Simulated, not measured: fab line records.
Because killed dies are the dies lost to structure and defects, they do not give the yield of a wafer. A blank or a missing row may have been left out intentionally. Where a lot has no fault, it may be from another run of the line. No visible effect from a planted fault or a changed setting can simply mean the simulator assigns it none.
Chamber matching | flow nand harc | 3 sister chambers for NHARC_A_STAIRCASE_DEP_322 on pecvd-03
The step deposits SiO2, target thk 7200 nm. 3 wafers are shown with their chamber, then 7 later ones without.

== EACH WAFER AND ITS CHAMBER ==
wafer  | chamber | heater power w (W)
L093.4 | 2       | 665
L092.4 | 0       | 585
L092.5 | 1       | 631

== WAFERS WITHOUT THEIR CHAMBER ==
wafer  | heater power w (W)
L092.6 | 660
L096.2 | 731
L096.3 | 839
L096.5 | 628
L094.1 | 766
L094.2 | 742
L094.4 | 692

== CHAMBER TAKEN BY EACH ==
wafer  | from the rows above          | in truth
L092.6 | can't be placed: 2 or 1 or 0 | 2
L096.2 | can't be placed: 2 or 1 or 0 | 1
L096.3 | can't be placed: 2 or 1 or 0 | 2
L096.5 | can't be placed: 1 or 2 or 0 | 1
L094.1 | can't be placed: 2 or 1 or 0 | 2
L094.2 | can't be placed: 2 or 1 or 0 | 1
L094.4 | can't be placed: 2 or 1 or 0 | 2
Correct placement for 0 of the 7. Unplaceable from these rows: 7, with the true chamber sitting among the candidates in 7. Wrongly placed: 0.
How it was worked out, from the rows above alone: a wafer's distance from a chamber is the root of the sum, over the readings, of the square of ((its reading less the chamber's mean) divided by the reading's scatter). The wafer belongs to the nearest chamber; if the next one is less than 2 further off, it can't be placed. A chamber's mean is the mean of its shown wafers. The scatter: root of mean squared gap, hidden wafer to nearest shown wafer, with one shown wafer a chamber.
